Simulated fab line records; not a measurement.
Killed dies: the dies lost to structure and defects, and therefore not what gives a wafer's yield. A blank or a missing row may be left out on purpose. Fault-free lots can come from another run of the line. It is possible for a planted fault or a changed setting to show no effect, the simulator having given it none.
Matching of chambers | flow nand-harc | NHARC_A_STAIRCASE_CMP_450 on cmp-04 has 4 sister chambers
The step polishes SiO2, target thk 200 nm. 4 wafers are shown with their chamber, then 8 later ones without.

WAFERS WITH THEIR CHAMBER
wafer  | chamber | motor-current-A (A)
L086.2 | 0       | 11.3
L085.1 | 3       | 11.7
L085.3 | 1       | 12.5
L089.2 | 2       | 13.8

WAFERS WITH NO CHAMBER GIVEN
wafer  | motor-current-A (A)
L089.4 | 12.1
L089.5 | 12.0
L095.2 | 11.3
L095.4 | 14.0
L095.6 | 14.0
L097.2 | 12.4
L097.4 | 13.1
L097.6 | 12.9

THE CHAMBER EACH PASSED THROUGH
wafer  | from the rows above          | in truth
L089.4 | can't be placed: 1 or 3 or 0 | 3
L089.5 | can't be placed: 3 or 1 or 0 | 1
L095.2 | can't be placed: 0 or 3      | 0
L095.4 | 2                            | 2
L095.6 | 2                            | 2
L097.2 | can't be placed: 1 or 3      | 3
L097.4 | can't be placed: 1 or 2      | 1
L097.6 | can't be placed: 1 or 2      | 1
Correct placement for 2 of the 8. Can't be placed from these rows: 6 (the true chamber is among the candidates in 6). Placed wrongly: 0.
How it was worked out, from the rows above alone: a wafer's distance from a chamber is the root of the sum, over the readings, of the square of ((its reading less the chamber's mean) divided by the reading's scatter). The wafer belongs to the nearest chamber; if the next one is less than 2 further off, it can't be placed. For every chamber, the mean is computed from those of its wafers that are shown. The scatter (one wafer shown for each chamber): square how far every hidden wafer sits from the nearest shown wafer, average those squares and take the square root.
